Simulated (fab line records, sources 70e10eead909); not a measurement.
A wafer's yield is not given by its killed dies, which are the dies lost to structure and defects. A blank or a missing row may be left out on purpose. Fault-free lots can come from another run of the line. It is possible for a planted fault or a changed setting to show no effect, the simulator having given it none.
The same fault as seen by 3 desks	flow nandHarc	each desk has only its own numbers; what lay behind them comes last

## THE METROLOGY DESK
Means of the sampled wafers that have a number, per lot and without regard to the tool the lot ran on: this is what the gauges read. A lot is out of limits, marked OUT, if its mean lies more than 4 standard deviations from the usual mean; the brackets give that distance.
Columns: A = trenchDepthNm at NHARC_P_STI_OCD_MEAS_17, usual 300 nm; B = trenchFootCdNm at NHARC_P_STI_OCD_MEAS_17, usual 158.0 nm
lot	first seen here	A	B
L737	day 2 13:49	300	156.8
L739	day 2 21:04	299	159.4
L738	day 2 21:13	299	159.1
L740	day 3 05:47	299	157.6
L746	day 4 17:40	302	159.1
L747	day 5 00:45	300	157.6
L749	day 5 13:02	280 (-5.6) OUT	160.9
L753	day 6 13:53	301	157.4
L754	day 6 20:53	296	158.1
L758	day 7 18:35	300	162.1
L760	day 8 02:42	301	155.8
Finding of this desk: L749 out of limits; the first was L749 at day 5 13:02, on trenchDepthNm at NHARC_P_STI_OCD_MEAS_17. Within limits: L737, L739, L738, L740, L746, L747, L753, L754, L758, L760.

## TOOL OWNER'S DESK, rieSi-02
The tool's own readings at NHARC_P_STI_ETCH_15 (etches the open film in HBr/Cl2, target depth 300 nm, time 100.1 s): means of the sampled wafers that have a number, for each lot that ran on this tool. A lot is out of limits, marked OUT, if its mean lies more than 4 standard deviations from the usual mean; the brackets give that distance.
Columns: A = drypumpMotorCurrentA at NHARC_P_STI_ETCH_15, usual 5.8 A; B = mfcCl2Sccm at NHARC_P_STI_ETCH_15, usual 50.00 sccm; C = oesProductAu at NHARC_P_STI_ETCH_15, usual 0.999 a.u.; D = throttleValvePct at NHARC_P_STI_ETCH_15, usual 26.405 %
lot	first seen here	A	B	C	D
L739	day 2 20:47	5.6	49.97	0.998	26.410
L740	day 3 05:31	5.7	49.91	1.001	26.418
L749	day 5 12:49	5.7	49.98	0.956 (-5.1) OUT	26.410
L758	day 7 18:19	5.6	50.01	0.995	26.403
L760	day 8 02:27	5.7	50.14	1.001	26.407
Finding of this desk: L749 out of limits; the first was L749 at day 5 12:49, on oesProductAu at NHARC_P_STI_ETCH_15. Within limits: L739, L740, L758, L760.

## THE DEFECT DESK
Per lot, the means of the sampled wafers with a number show what the inspections along the route counted. A lot is out of limits, marked OUT, if its mean lies more than 4 standard deviations from the usual mean; the brackets give that distance.
Columns: A = rawDefectCount at NHARC_P_STI_INSPECT_11, usual 5.8
lot	first seen here	A
L737	day 2 13:08	6.0
L739	day 2 20:22	4.3
L738	day 2 20:32	5.3
L740	day 3 05:07	6.0
L746	day 4 17:01	7.7
L747	day 5 00:05	7.0
L749	day 5 12:23	3.7
L753	day 6 13:14	9.0
L754	day 6 20:13	6.7
L758	day 7 17:55	6.0
L760	day 8 02:02	3.7
This desk's verdict: no lot among the 11 shows anything out of limits.

## TAKEN TOGETHER
The tool owner's desk had the chance to raise an alarm at day 5 12:49 on L749.
L749 would have let the metrology desk raise an alarm at day 5 13:02.
The defect desk saw nothing out of limits.
The defect desk has L749 on record, within its limits.
The lots listed all ran NHARC_P_STI_ETCH_15 on rieSi-02.

## WHAT THE SIMULATOR PUT IN
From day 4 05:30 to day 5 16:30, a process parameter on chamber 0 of rieSi-02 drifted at NHARC_P_STI_ETCH_15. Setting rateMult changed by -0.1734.
Shown lots that were struck: L749.
Delay (hours) between the fault's onset and each desk's first out-of-limits reading: 31 at the tool owner's desk, 32 at the metrology desk.
